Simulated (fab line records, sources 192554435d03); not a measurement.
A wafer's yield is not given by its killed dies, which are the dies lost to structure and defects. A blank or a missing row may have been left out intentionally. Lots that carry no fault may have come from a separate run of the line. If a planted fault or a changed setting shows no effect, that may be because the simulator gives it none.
fab line records ; flow n5_finfet ; part 1 of 2: steps 1 to 19 of 26
record: lots: 5; wafers: 15; last_day: 17
route steps=1938 shown SPACER0@258 SD_EPI_N@262
lots untouched by any fault: they come from a run of this same line in which no faults occurred
start_h: hours from the record's first day to the start of the lot's first wafer shown ; wait_h: hours since the lot's step before ; " unchanged from the row above ; L1.1+2: a row that stands for several wafers ; - no value present, or no start provided ; * or withheld: withheld ; < > ~ a bound
route shown NAME@n: NAME is a module with steps in the file, n the number in the route of the first one ; usual: average and standard deviation across the fault-free wafers ; same: alike in all rows ; chamber/n: place in a boat ; sites: each site's reading ; _std_site: the standard deviation of these ; _edge_site: outer sites' mean less inner sites' ; radius_mm: for every site, how far away it sits from the centre of the wafer ; mask NAME#n: copy n ; behind: the last tool/chamber to shape the wafer ; hold: what put the lot on hold/how long, in hours/how the hold closed ; device: transistor that didn't switch, given as n, p or np ; end of line: the tests these same wafers got at the end of their route ; a step given without rows: its recipe and nothing more ; killed: not the wafer's yield, but the dies lost to structure and defects at the first sort ; map: dies across one wafer; x = killed, . = not, _ = none there
set.NAME: the setting the step ran with; set.NAME@STEP: the setting that earlier step ran with ; model.NAME: the simulator's own value behind a step, which no gauge read
lots seen at some steps along the route; tables by step, rows by wafer
services: a tool's chamber out of use, with start hour (start_h, from the record's first day; less than 0 if before it), hours out, and reason
== steps ==
step: N5_SPACER0_ALD_07
recipe: material: SiNx; target_thk_a: 20; temp_c: 400; ald_precursor_family: SiH2I2; ald_co_reactant: N2/H2-plasma; pressure_torr: 2
usual: heater_power_w: 885/110
lot.wafer;tool;chamber;start_h;wait_h;heater_power_w
L075.1;ald_sin-01;3;54.05;0.0;985
L075.3;ald_sin-01;2;54.05;0.0;768
L075.6;ald_sin-01;0;54.05;0.0;666
L086.1;ald_sin-02;1;119.10;0.0;919
L086.2;ald_sin-02;3;119.10;0.0;919
L086.3;ald_sin-02;0;119.10;0.0;934
L089.2;ald_sin-01;2;139.30;0.6;790
L089.3;ald_sin-01;3;139.30;0.6;950
L089.5;ald_sin-01;0;139.30;0.6;656
L091.4;ald_sin-04;1;150.28;0.3;965
L091.5;ald_sin-04;2;150.28;0.3;925
L091.6;ald_sin-04;1;150.28;0.3;967
L093.3;ald_sin-01;3;162.04;0.0;981
L093.5;ald_sin-01;3;162.04;0.0;945
L093.6;ald_sin-01;2;162.04;0.0;794
step: N5_SPACER0_ALD_00
recipe: material: SiOCN; target_thk_a: 35; temp_c: 400; ald_precursor_family: alkyl-aminosilane; ald_co_reactant: O2/N2-plasma; pulse_time_s: 3; purge_time_s: 2; co_reactant_purge_time_s: 2; ald_cycles: 58; pressure_torr: 2
usual: heater_power_w: 887/110; precursor_pulse_height_rel: 1.001/0.02
lot.wafer;tool;chamber;start_h;wait_h;heater_power_w;precursor_pulse_height_rel
L075.1;ald_sin-01;3;54.20;0.1;982;1.011
L075.3;ald_sin-01;2;54.20;0.1;756;0.998
L075.6;ald_sin-01;0;54.20;0.1;654;1.023
L086.1;ald_sin-02;1;119.25;0.1;919;1.033
L086.2;ald_sin-02;3;119.25;0.1;930;1.017
L086.3;ald_sin-02;0;119.25;0.1;936;1.040
L089.2;ald_sin-01;2;139.45;0.1;807;1.031
L089.3;ald_sin-01;3;139.45;0.1;957;1.007
L089.5;ald_sin-01;0;139.45;0.1;661;1.013
L091.4;ald_sin-04;1;150.43;0.1;964;1.003
L091.5;ald_sin-04;2;150.43;0.1;974;1.029
L091.6;ald_sin-04;1;150.43;0.1;965;1.059
L093.3;ald_sin-01;3;162.19;0.1;944;1.027
L093.5;ald_sin-01;3;162.19;0.1;948;0.991
L093.6;ald_sin-01;2;162.19;0.1;796;0.994
step: N5_SPACER0_ALD_08
recipe: material: SiNx; target_thk_a: 20; temp_c: 400; ald_precursor_family: SiH2I2; ald_co_reactant: N2/H2-plasma; pressure_torr: 2
usual: heater_power_w: 889/110
lot.wafer;tool;chamber;start_h;wait_h;heater_power_w
L075.1;ald_sin-01;3;54.46;0.1;945
L075.3;ald_sin-01;2;54.46;0.1;761
L075.6;ald_sin-01;0;54.46;0.1;670
L086.1;ald_sin-02;1;119.51;0.1;886
L086.2;ald_sin-02;3;119.51;0.1;926
L086.3;ald_sin-02;0;119.51;0.1;950
L089.2;ald_sin-01;2;139.71;0.1;794
L089.3;ald_sin-01;3;139.71;0.1;948
L089.5;ald_sin-01;0;139.71;0.1;680
L091.4;ald_sin-04;1;150.69;0.1;988
L091.5;ald_sin-04;2;150.69;0.1;949
L091.6;ald_sin-04;1;150.69;0.1;965
L093.3;ald_sin-01;3;162.45;0.1;944
L093.5;ald_sin-01;3;162.45;0.1;937
L093.6;ald_sin-01;2;162.45;0.1;785
step: N5_SPACER0_INSPECT_04
recipe: inspect_instrument: darkfield; mode: post_dep
usual: raw_defect_count: 142/34
lot.wafer;tool;chamber;start_h;wait_h;raw_defect_count
L075.1;defect_inspect-01;-;54.62;0.1;136
L075.3;defect_inspect-01;-;54.62;0.1;129
L075.6;defect_inspect-01;-;54.62;0.1;112
L086.1;defect_inspect-01;-;119.67;0.1;125
L086.2;defect_inspect-01;-;119.67;0.1;149
L086.3;defect_inspect-01;-;119.67;0.1;131
L089.2;defect_inspect-01;-;139.87;0.1;133
L089.3;defect_inspect-01;-;139.87;0.1;111
L089.5;defect_inspect-01;-;139.87;0.1;145
L091.4;defect_inspect-01;-;150.85;0.1;138
L091.5;defect_inspect-01;-;150.85;0.1;130
L091.6;defect_inspect-01;-;150.85;0.1;139
L093.3;defect_inspect-02;-;162.61;0.1;122
L093.5;defect_inspect-02;-;162.61;0.1;154
L093.6;defect_inspect-02;-;162.61;0.1;126
step: N5_SD_EPI_N_COAT_32
recipe: resist: SOC; temp_c: 250; time_s: 60; spin_rpm: 1500; resist_thk_nm: 350
usual: dispense_pressure_kPa: 50/3.4; exhaust_pa: 45.0/0.97
lot.wafer;tool;chamber;start_h;wait_h;dispense_pressure_kPa;exhaust_pa
L075.1;litho_track-02;0;54.65;0.0;46;45.0
L075.3;litho_track-02;0;54.65;0.0;46;43.8
L075.6;litho_track-02;0;54.65;0.0;46;44.2
L086.1;litho_track-04;0;119.70;0.0;53;46.4
L086.2;litho_track-04;0;119.70;0.0;53;46.1
L086.3;litho_track-04;0;119.70;0.0;53;46.8
L089.2;litho_track-02;0;139.90;0.0;46;45.9
L089.3;litho_track-02;0;139.90;0.0;46;45.2
L089.5;litho_track-02;0;139.90;0.0;46;47.1
L091.4;litho_track-02;0;150.88;0.0;46;44.8
L091.5;litho_track-02;0;150.88;0.0;46;44.4
L091.6;litho_track-02;0;150.88;0.0;46;42.6
L093.3;litho_track-05;0;162.64;0.0;53;44.4
L093.5;litho_track-05;0;162.64;0.0;53;44.8
L093.6;litho_track-05;0;162.64;0.0;53;44.4
step: N5_SD_EPI_N_COAT_33
recipe: resist: SiARC; temp_c: 220; time_s: 60; spin_rpm: 1500; resist_thk_nm: 35
usual: dispense_pressure_kPa: 51/3.4; exhaust_pa: 45.2/0.95
lot.wafer;tool;chamber;start_h;wait_h;dispense_pressure_kPa;exhaust_pa
L075.1;litho_track-02;0;-;-;46;45.5
L075.3;litho_track-02;0;-;-;46;46.8
L075.6;litho_track-02;0;-;-;46;45.9
L086.1;litho_track-04;0;-;-;53;46.0
L086.2;litho_track-04;0;-;-;53;45.4
L086.3;litho_track-04;0;-;-;53;44.7
L089.2;litho_track-02;0;-;-;46;43.5
L089.3;litho_track-02;0;-;-;46;43.4
L089.5;litho_track-02;0;-;-;46;42.6
L091.4;litho_track-02;0;-;-;46;46.5
L091.5;litho_track-02;0;-;-;46;45.5
L091.6;litho_track-02;0;-;-;46;45.4
L093.3;litho_track-05;0;-;-;53;44.7
L093.5;litho_track-05;0;-;-;53;44.7
L093.6;litho_track-05;0;-;-;53;46.4
step: N5_SD_EPI_N_COAT_03
recipe: resist: CAR-ArF-block; spin_rpm: 1500; resist_thk_nm: 150
usual: dispense_pressure_kPa: 51/3.4; exhaust_pa: 45.0/0.92
lot.wafer;tool;chamber;start_h;wait_h;dispense_pressure_kPa;exhaust_pa
L075.1;litho_track-02;0;-;-;46;44.0
L075.3;litho_track-02;0;-;-;46;45.8
L075.6;litho_track-02;0;-;-;46;45.6
L086.1;litho_track-04;0;-;-;53;46.6
L086.2;litho_track-04;0;-;-;53;46.3
L086.3;litho_track-04;0;-;-;53;47.0
L089.2;litho_track-02;0;-;-;46;44.1
L089.3;litho_track-02;0;-;-;46;46.2
L089.5;litho_track-02;0;-;-;46;45.9
L091.4;litho_track-02;0;-;-;46;44.0
L091.5;litho_track-02;0;-;-;46;43.2
L091.6;litho_track-02;0;-;-;46;45.9
L093.3;litho_track-05;0;-;-;53;44.9
L093.5;litho_track-05;0;-;-;53;44.4
L093.6;litho_track-05;0;-;-;53;45.6
step: N5_SD_EPI_N_EBR_05
recipe: solvent: PGMEA; ebr_width_mm: 1.5
usual: exhaust_pa: 44.9/0.75
same: ebr_width_mm: 1.5
lot.wafer;tool;chamber;start_h;wait_h;exhaust_pa
L075.1;litho_track-02;0;-;-;45.7
L075.3;litho_track-02;0;-;-;45.6
L075.6;litho_track-02;0;-;-;44.7
L086.1;litho_track-04;0;-;-;46.5
L086.2;litho_track-04;0;-;-;45.6
L086.3;litho_track-04;0;-;-;44.5
L089.2;litho_track-02;0;-;-;45.6
L089.3;litho_track-02;0;-;-;45.4
L089.5;litho_track-02;0;-;-;46.2
L091.4;litho_track-02;0;-;-;44.5
L091.5;litho_track-02;0;-;-;45.1
L091.6;litho_track-02;0;-;-;44.7
L093.3;litho_track-05;0;-;-;45.6
L093.5;litho_track-05;0;-;-;44.3
L093.6;litho_track-05;0;-;-;45.2
step: N5_SD_EPI_N_SOFTBAKE_04
recipe: temp_c: 110; time_s: 60; resist: CAR-ArF-block
usual: exhaust_pa: 44.8/0.95
lot.wafer;tool;chamber;start_h;wait_h;exhaust_pa
L075.1;litho_track-02;0;-;-;44.9
L075.3;litho_track-02;0;-;-;43.4
L075.6;litho_track-02;0;-;-;44.5
L086.1;litho_track-04;0;-;-;44.8
L086.2;litho_track-04;0;-;-;45.1
L086.3;litho_track-04;0;-;-;44.4
L089.2;litho_track-02;0;-;-;45.9
L089.3;litho_track-02;0;-;-;44.7
L089.5;litho_track-02;0;-;-;44.5
L091.4;litho_track-02;0;-;-;45.2
L091.5;litho_track-02;0;-;-;45.2
L091.6;litho_track-02;0;-;-;44.5
L093.3;litho_track-05;0;-;-;43.9
L093.5;litho_track-05;0;-;-;44.7
L093.6;litho_track-05;0;-;-;43.9
step: N5_SD_EPI_N_EXPOSE_06
recipe: mask_id: SD_N_BLK; na: 1.35; source_shape: conventional; sigma_outer: 0.8; polarization: unpolarized; target_cd_nm: 120; dose_mj: 39.75
lot.wafer;tool;chamber;start_h;wait_h;mask
L075.1+3+6;arfi_scanner-02;0;54.89;-;SD_N_BLK#0
L086.1+2+3;arfi_scanner-01;0;119.94;-;SD_N_BLK#0
L089.2+3+5;arfi_scanner-02;0;140.15;-;SD_N_BLK#0
L091.4+5+6;arfi_scanner-02;0;151.14;-;SD_N_BLK#0
L093.3+5+6;arfi_scanner-02;0;162.89;-;SD_N_BLK#0
step: N5_SD_EPI_N_PEB_07
recipe: peb_temp_c: 110; peb_time_s: 60; resist: CAR-ArF-block
usual: exhaust_pa: 45.0/0.97
lot.wafer;tool;chamber;start_h;wait_h;exhaust_pa
L075.1;litho_track-05;0;54.95;0.1;46.1
L075.3;litho_track-05;0;54.95;0.1;45.8
L075.6;litho_track-05;0;54.95;0.1;45.1
L086.1;litho_track-04;0;120.00;0.1;44.6
L086.2;litho_track-04;0;120.00;0.1;45.6
L086.3;litho_track-04;0;120.00;0.1;45.2
L089.2;litho_track-02;0;140.20;0.0;44.4
L089.3;litho_track-02;0;140.20;0.0;44.5
L089.5;litho_track-02;0;140.20;0.0;43.1
L091.4;litho_track-04;0;151.18;0.0;43.4
L091.5;litho_track-04;0;151.18;0.0;44.2
L091.6;litho_track-04;0;151.18;0.0;43.4
L093.3;litho_track-04;0;162.94;0.0;47.1
L093.5;litho_track-04;0;162.94;0.0;44.9
L093.6;litho_track-04;0;162.94;0.0;44.9
step: N5_SD_EPI_N_DEVELOP_08
recipe: develop_time_s: 30; developer: TMAH; resist: CAR-ArF-block; dev_temp_c: 23; rinse_liquid: diw; dry: air_spin
usual: exhaust_pa: 45.2/0.83
lot.wafer;tool;chamber;start_h;wait_h;exhaust_pa
L075.1;litho_track-05;0;-;-;45.0
L075.3;litho_track-05;0;-;-;45.0
L075.6;litho_track-05;0;-;-;45.1
L086.1;litho_track-04;0;-;-;45.1
L086.2;litho_track-04;0;-;-;45.4
L086.3;litho_track-04;0;-;-;45.6
L089.2;litho_track-02;0;-;-;46.5
L089.3;litho_track-02;0;-;-;45.7
L089.5;litho_track-02;0;-;-;45.2
L091.4;litho_track-04;0;-;-;46.1
L091.5;litho_track-04;0;-;-;45.4
L091.6;litho_track-04;0;-;-;45.0
L093.3;litho_track-04;0;-;-;44.1
L093.5;litho_track-04;0;-;-;44.9
L093.6;litho_track-04;0;-;-;44.2
step: N5_SD_EPI_N_CD_MEAS_09
recipe: target_cd_nm: 120; landing_energy_ev: 500; detector: se_inlens
usual: cd_nm: 120.1/0.63
same: landing_energy_ev: 500
lot.wafer;tool;chamber;start_h;wait_h;cd_nm
L075.1;cd_sem-01;0;55.02;-;119.9
L075.3;cd_sem-01;0;55.02;-;119.7
L075.6;cd_sem-01;0;55.02;-;119.5
L086.1;cd_sem-02;0;120.07;-;119.4
L086.2;cd_sem-02;0;120.07;-;119.5
L086.3;cd_sem-02;0;120.07;-;119.6
L089.2;cd_sem-01;0;140.27;-;120.2
L089.3;cd_sem-01;0;140.27;-;120.1
L089.5;cd_sem-01;0;140.27;-;120.6
L091.4;cd_sem-01;0;151.25;-;120.1
L091.5;cd_sem-01;0;151.25;-;120.4
L091.6;cd_sem-01;0;151.25;-;120.8
L093.3;cd_sem-01;0;163.01;-;120.2
L093.5;cd_sem-01;0;163.01;-;120.1
L093.6;cd_sem-01;0;163.01;-;119.7
step: N5_SD_EPI_N_OVL_MEAS_10
recipe: points_per_wafer: 44
usual: SD_N_BLK_OVL: -0.8/0.69
lot.wafer;tool;chamber;start_h;wait_h;SD_N_BLK_OVL[nm]
L075.1;overlay-01;0;55.05;0.0;-0.9
L075.3;overlay-01;0;55.05;0.0;-0.6
L075.6;overlay-01;0;55.05;0.0;-0.8
L086.1;overlay-02;0;120.10;0.0;-1.3
L086.2;overlay-02;0;120.10;0.0;-0.4
L086.3;overlay-02;0;120.10;0.0;-0.9
L089.2;overlay-01;0;140.29;0.0;-0.2
L089.3;overlay-01;0;140.29;0.0;-0.4
L089.5;overlay-01;0;140.29;0.0;-0.1
L091.4;overlay-02;0;151.27;0.0;-0.9
L091.5;overlay-02;0;151.27;0.0;-0.4
L091.6;overlay-02;0;151.27;0.0;-0.8
L093.3;overlay-01;0;163.04;0.0;-0.7
L093.5;overlay-01;0;163.04;0.0;-0.3
L093.6;overlay-01;0;163.04;0.0;0.2
step: N5_SD_EPI_N_INSPECT_11
recipe: mode: adi; inspect_instrument: macro
usual: raw_defect_count: 2.1/1.6
lot.wafer;tool;chamber;start_h;wait_h;raw_defect_count
L075.1;defect_inspect-02;-;55.07;0.0;2
L075.3;defect_inspect-02;-;55.07;0.0;0
L075.6;defect_inspect-02;-;55.07;0.0;2
L086.1;defect_inspect-01;-;120.12;0.0;3
L086.2;defect_inspect-01;-;120.12;0.0;1
L086.3;defect_inspect-01;-;120.12;0.0;3
L089.2;defect_inspect-02;-;140.32;0.0;2
L089.3;defect_inspect-02;-;140.32;0.0;3
L089.5;defect_inspect-02;-;140.32;0.0;2
L091.4;defect_inspect-01;-;151.30;0.0;0
L091.5;defect_inspect-01;-;151.30;0.0;3
L091.6;defect_inspect-01;-;151.30;0.0;3
L093.3;defect_inspect-02;-;163.06;0.0;2
L093.5;defect_inspect-02;-;163.06;0.0;2
L093.6;defect_inspect-02;-;163.06;0.0;1
step: N5_SD_EPI_N_DESCUM_14
recipe: chemistry: O2; time_s: 7.9; source_power_w: 50; bias_power_w: 20; pressure_mtorr: 20; rf_frequency_hz: 2.712e+07; temp_c: 40; resist: CAR-ArF-block; o2_flow_sccm: 225
usual: chamber_pressure_mTorr: 20.000/0.021; drypump_motor_current_A: 5.5/0.41; o2_flow_sccm: 225.0/0.69; oes_product_au: 0.78/0.079; rf_vpp_V: 242.6/1.7; showerhead_plenum_p_Torr: 2.06/0.095; throttle_valve_pct: 20.51/0.19
lot.wafer;tool;chamber;start_h;wait_h;chamber_pressure_mTorr;drypump_motor_current_A;o2_flow_sccm;oes_product_au;rf_hours_counter_h;rf_vpp_V;showerhead_plenum_p_Torr;throttle_valve_pct
L075.1;rie_diel-01;2;55.10;0.0;20.041;4.9;225.1;0.77;134;239.3;1.93;20.57
L075.3;rie_diel-01;1;55.10;0.0;19.994;5.3;225.2;0.84;83;243.4;2.04;20.59
L075.6;rie_diel-01;1;55.10;0.0;19.981;5.3;224.6;0.84;-;242.3;2.04;20.59
L086.1;rie_diel-02;1;120.15;0.0;20.026;5.4;224.4;0.84;70;245.6;2.21;20.65
L086.2;rie_diel-02;0;120.15;0.0;20.017;5.9;225.2;0.81;105;244.8;2.20;20.67
L086.3;rie_diel-02;2;120.15;0.0;20.013;5.4;224.6;0.70;218;243.1;2.07;20.61
L089.2;rie_diel-01;1;140.35;0.0;20.010;5.3;224.3;0.81;114;242.4;2.03;20.67
L089.3;rie_diel-01;0;140.35;0.0;20.033;5.0;226.1;0.71;213;240.9;1.98;20.43
L089.5;rie_diel-01;0;140.35;0.0;20.039;5.0;225.3;0.70;-;241.7;1.98;20.42
L091.4;rie_diel-02;1;151.49;0.2;19.995;5.4;225.8;0.82;82;242.1;2.21;20.67
L091.5;rie_diel-02;2;151.49;0.2;19.978;5.4;223.9;0.69;-;242.7;2.07;20.63
L091.6;rie_diel-02;3;151.49;0.2;20.041;5.7;225.7;0.74;-;242.8;2.09;20.23
L093.3;rie_diel-01;0;163.09;0.0;20.006;5.0;224.5;0.69;223;241.2;1.98;20.42
L093.5;rie_diel-01;2;163.09;0.0;20.013;4.9;224.8;0.74;-;240.6;1.92;20.64
L093.6;rie_diel-01;3;163.09;0.0;19.995;5.6;224.7;0.97;-;244.1;2.15;20.36
step: N5_SD_EPI_N_ETCH_34
recipe: chemistry: CF4; target: SiARC; target_depth_a: 455; mask_material: CAR-ArF-block; time_s: 75.8; ion_energy_ev: 80; pressure_mtorr: 40; source_w: 545; bias_w: 36; Ar_flow_sccm: 100; cf4_flow_sccm: 100; ends: cleared
usual: cf4_flow_sccm: 100.0/0.31; chamber_pressure_mTorr: 40.00/0.038; drypump_motor_current_A: 5.4/0.41; etch_rf_on_time_s: 76.0/1.1; mfc_ar_sccm: 99.99/0.29; oes_product_au: 0.66/0.066; rf_vpp_V: 183.7/1.5; showerhead_plenum_p_Torr: 2.11/0.091; throttle_valve_pct: 15.70/0.17
lot.wafer;tool;chamber;start_h;wait_h;cf4_flow_sccm;chamber_pressure_mTorr;drypump_motor_current_A;etch_rf_on_time_s;mfc_ar_sccm;oes_product_au;rf_hours_counter_h;rf_vpp_V;showerhead_plenum_p_Torr;throttle_valve_pct
L075.1;rie_diel-01;2;55.14;0.0;99.8;40.04;4.9;75.2;100.09;0.66;134;182.4;1.99;15.77
L075.3;rie_diel-01;1;55.14;0.0;99.5;39.96;5.3;77.5;100.50;0.71;83;182.1;2.08;15.70
L075.6;rie_diel-01;1;55.14;0.0;100.0;39.95;5.3;77.0;100.64;0.71;-;182.9;2.08;15.69
L086.1;rie_diel-02;1;120.19;0.0;100.6;39.98;5.4;75.8;100.13;0.71;70;185.3;2.26;15.81
L086.2;rie_diel-02;0;120.19;0.0;99.7;39.98;5.9;74.4;100.21;0.70;105;185.4;2.25;15.81
L086.3;rie_diel-02;2;120.19;0.0;100.0;39.99;5.4;77.3;100.02;0.59;218;183.5;2.11;15.78
L089.2;rie_diel-01;1;140.39;0.0;99.9;39.99;5.3;77.8;99.80;0.68;114;183.7;2.07;15.74
L089.3;rie_diel-01;0;140.39;0.0;99.7;40.02;5.0;77.4;100.11;0.59;213;181.6;2.03;15.66
L089.5;rie_diel-01;0;140.39;0.0;100.4;40.01;5.0;77.1;99.94;0.60;-;185.3;2.03;15.66
L091.4;rie_diel-02;1;151.52;0.0;100.6;40.09;5.4;76.2;100.04;0.70;82;185.4;2.26;15.83
L091.5;rie_diel-02;2;151.52;0.0;99.5;39.98;5.4;78.0;100.15;0.59;-;183.8;2.11;15.78
L091.6;rie_diel-02;3;151.52;0.0;100.2;40.02;5.7;76.2;99.92;0.63;-;182.6;2.13;15.45
L093.3;rie_diel-01;0;163.13;0.0;100.1;40.02;5.0;76.5;100.03;0.59;223;182.0;2.03;15.69
L093.5;rie_diel-01;2;163.13;0.0;99.6;40.05;4.9;75.4;99.89;0.63;-;182.0;1.98;15.85
L093.6;rie_diel-01;3;163.13;0.0;100.3;39.98;5.6;76.7;100.14;0.82;-;184.9;2.19;15.47
step: N5_SD_EPI_N_ETCH_35
recipe: chemistry: N2/H2; target: SOC; overetch_a: 1080; mask_material: SiARC; temp_c: 40; ion_energy_ev: 100; source_w: 3000; bias_w: 133; pressure_mtorr: 20; time_s: 486; n2_flow_sccm: 200; h2_flow_sccm: 200
usual: chamber_pressure_mTorr: 20.002/0.018; drypump_motor_current_A: 5.5/0.41; oes_product_au: 0.70/0.067; rf_vpp_V: 240.3/1.6; showerhead_plenum_p_Torr: 2.50/0.11; throttle_valve_pct: 23.94/0.19
lot.wafer;tool;chamber;start_h;wait_h;chamber_pressure_mTorr;drypump_motor_current_A;oes_product_au;rf_hours_counter_h;rf_vpp_V;showerhead_plenum_p_Torr;throttle_valve_pct
L075.1;rie_diel-01;2;55.20;0.0;20.014;4.9;0.69;134;238.5;2.34;24.05
L075.3;rie_diel-01;1;55.20;0.0;19.987;5.3;0.75;83;240.0;2.46;24.04
L075.6;rie_diel-01;1;55.20;0.0;19.999;5.3;0.74;-;240.2;2.46;24.03
L086.1;rie_diel-02;1;120.25;0.0;20.014;5.4;0.75;70;244.0;2.69;24.12
L086.2;rie_diel-02;0;120.25;0.0;20.015;5.9;0.72;105;243.3;2.66;23.96
L086.3;rie_diel-02;2;120.25;0.0;19.978;5.4;0.63;218;241.6;2.51;23.97
L089.2;rie_diel-01;1;140.44;0.0;19.982;5.3;0.72;114;240.2;2.45;24.07
L089.3;rie_diel-01;0;140.44;0.0;20.016;5.0;0.63;213;238.2;2.41;23.85
L089.5;rie_diel-01;0;140.44;0.0;19.993;5.0;0.64;-;238.8;2.41;23.86
L091.4;rie_diel-02;1;151.58;0.0;20.030;5.4;0.73;82;242.9;2.69;24.14
L091.5;rie_diel-02;2;151.58;0.0;19.986;5.4;0.63;-;241.3;2.50;23.98
L091.6;rie_diel-02;3;151.58;0.0;19.987;5.7;0.67;-;241.3;2.52;23.66
L093.3;rie_diel-01;0;163.19;0.0;20.022;5.0;0.63;223;238.9;2.41;23.88
L093.5;rie_diel-01;2;163.19;0.0;20.030;4.9;0.66;-;238.1;2.33;24.10
L093.6;rie_diel-01;3;163.19;0.0;20.042;5.6;0.85;-;242.0;2.60;23.76
step: N5_SD_EPI_N_STRIP_36
recipe: chemistry: N2/H2; temp_c: 40; n2_flow_sccm: 200; h2_flow_sccm: 200; rf_frequency_hz: 6e+07
lot.wafer;tool;chamber;start_h;wait_h
L075.1+3+6;rie_diel-01;2,1,1;55.51;0.2
L086.1+2+3;rie_diel-02;1,0,2;120.56;0.2
L089.2+3+5;rie_diel-01;1,0,0;140.76;0.2
L091.4+5+6;rie_diel-02;1,2,3;151.89;0.2
L093.3+5+6;rie_diel-01;0,2,3;163.50;0.2
